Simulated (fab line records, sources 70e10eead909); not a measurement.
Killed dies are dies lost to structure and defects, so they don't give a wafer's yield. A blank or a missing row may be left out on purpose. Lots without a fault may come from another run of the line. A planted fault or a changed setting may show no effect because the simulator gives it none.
Chamber matching | flow nand_harc | NHARC_A_CONTACT_DEP_29 on pecvd-01: 3 sister chambers
The step deposits SiON, target thk 100 nm. 22 wafers are shown with their chamber, then 11 later ones without.

WAFERS WITH THEIR CHAMBER
wafer  | chamber | heater_power_w (W)
L077.1 | 2       | 790
L077.3 | 0       | 855
L077.4 | 2       | 821
L079.2 | 2       | 880
L079.5 | 2       | 920
L079.6 | 0       | 870
L081.1 | 0       | 792
L081.3 | 1       | 638
L081.6 | 1       | 646
L083.2 | 1       | 625
L083.4 | 0       | 929
L083.5 | 1       | 636
L084.1 | 0       | 904
L084.3 | 1       | 566
L084.6 | 2       | 919
L086.4 | 1       | 628
L086.5 | 2       | 880
L086.6 | 0       | 798
L087.3 | 0       | 912
L087.5 | 1       | 648
L087.6 | 2       | 875
L089.2 | 1       | 628

SIGNATURES (means of the wafers above)
reading        | chamber 0 | chamber 1 | chamber 2 | scatter within a chamber
heater_power_w | 865.71    | 626.88    | 869.29    | 43.8
Rule: a wafer's distance from a chamber is the root of the sum, over the readings, of the square of ((its reading less the chamber's mean) divided by the reading's scatter). The wafer belongs to the nearest chamber; if the next one is less than 2 further off, it can't be placed. The scatter: the root of (the sum of the squares of (reading less its chamber's mean) over the shown wafers, divided by (wafers less chambers)).

WAFERS WITHOUT THEIR CHAMBER
wafer  | heater_power_w (W)
L089.4 | 854
L089.6 | 903
L091.2 | 618
L091.5 | 818
L091.6 | 958
L095.1 | 744
L095.2 | 796
L095.6 | 621
L097.3 | 864
L097.4 | 690
L097.6 | 883

WHICH CHAMBER EACH WENT THROUGH
wafer  | from the rows above          | in truth
L089.4 | can't be placed: 0 or 2      | 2
L089.6 | can't be placed: 2 or 0      | 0
L091.2 | 1                            | 1
L091.5 | can't be placed: 0 or 2      | 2
L091.6 | can't be placed: 2 or 0      | 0
L095.1 | can't be placed: 1 or 0 or 2 | 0
L095.2 | can't be placed: 0 or 2      | 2
L095.6 | 1                            | 1
L097.3 | can't be placed: 0 or 2      | 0
L097.4 | 1                            | 1
L097.6 | can't be placed: 2 or 0      | 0
Placed correctly: 3 of 11. Can't be placed from these rows: 8 (the true chamber is among the candidates in 8). Placed wrongly: 0.
